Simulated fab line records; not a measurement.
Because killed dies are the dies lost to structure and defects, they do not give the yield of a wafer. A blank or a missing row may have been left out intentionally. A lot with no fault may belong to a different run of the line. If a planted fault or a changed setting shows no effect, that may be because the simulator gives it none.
Which tool did it?    flow n5 finfet    36 wafers from 12 lots sampled at 3 of the route's 1938 steps

WHAT THE GAUGES SHOWED, per wafer
N5_BEOL_M4_CD_MEAS_28: target cd 26.2 nm, target cd y 24.1 nm.
lot   measured      on         cd nm (nm)
L075  day 7 17:44   cd sem-02  26.43 26.22 26.28
L077  day 8 08:08   cd sem-03  26.17 26.02 26.34
L079  day 8 14:04   cd sem-01  26.16 26.23 26.25
L083  day 9 20:25   cd sem-01  26.38 26.62 26.18
L082  day 9 23:49   cd sem-02  26.24 26.14 26.30
L084  day 10 10:13  cd sem-01  26.09 26.20 26.03
L087  day 10 23:47  cd sem-02  26.16 26.05 26.44
L090  day 12 12:27  cd sem-01  26.12 25.76 26.13
L091  day 12 21:45  cd sem-02  26.19 26.06 26.49
L093  day 13 01:38  cd sem-01  26.54 26.33 26.05
L092  day 13 06:17  cd sem-02  26.32 26.12 25.93
L097  day 14 02:37  cd sem-02  26.25 26.36 26.19

EACH LOT AND THE TOOL THAT RAN IT (in order: tool; ch and the chambers of the sampled wafers; start)
lot   N5_BEOL_M3_SPUTTER_90         N5_BEOL_M3_DEP_57
L075  pvd sputter-02, day 7 13:25   pecvd-04 ch 0,1, day 7 15:04
L077  pvd sputter-02, day 8 01:43   pecvd-04 ch 0,2, day 8 04:08
L079  pvd sputter-03, day 8 09:57   pecvd-04 ch 0,1,2, day 8 11:52
L083  pvd sputter-03, day 9 15:19   pecvd-04 ch 0,1,2, day 9 17:14
L082  pvd sputter-03, day 9 20:25   pecvd-04 ch 0,2, day 9 22:04
L084  pvd sputter-03, day 10 06:10  pecvd-04 ch 0,2, day 10 07:50
L087  pvd sputter-03, day 10 19:57  pecvd-04 ch 0,1,2, day 10 21:35
L090  pvd sputter-01, day 12 08:24  pecvd-04 ch 1,2, day 12 10:03
L091  pvd sputter-03, day 12 16:56  pecvd-03 ch 0,1,2, day 12 18:36
L093  pvd sputter-01, day 12 22:08  pecvd-04 ch 0,1, day 12 23:47
L092  pvd sputter-02, day 13 01:31  pecvd-03 ch 0,2, day 13 03:19
L097  pvd sputter-02, day 13 21:56  pecvd-03 ch 0,2, day 13 23:34
- N5_BEOL_M3_SPUTTER_90: material Cu, target thk 4.5 nm, time 8.29 s.
- N5_BEOL_M3_DEP_57: deposits SiCN from 3MS/NH3, target thk 8 nm, time 14 s.

THE ANSWER, worked out from the rows above alone
Rule: the usual values come from the lots themselves. Put in order of their means at a reading, lots are off if they are a third of the lots or fewer, leave a main group of 4 or more, and stand apart from it by a gap of 3 or more times the standard deviation of the main group's means; of several such gaps the widest counts. Not used: any main group whose means are identical at the precision the tables above print for the reading. A lot without any number at a reading at which 4 lots or more have one is off too. All remaining lots with rows at the step are treated as sound.
None of the lots is off at any reading shown; this tells nothing.

WHAT THE SIMULATOR HAD INSERTED
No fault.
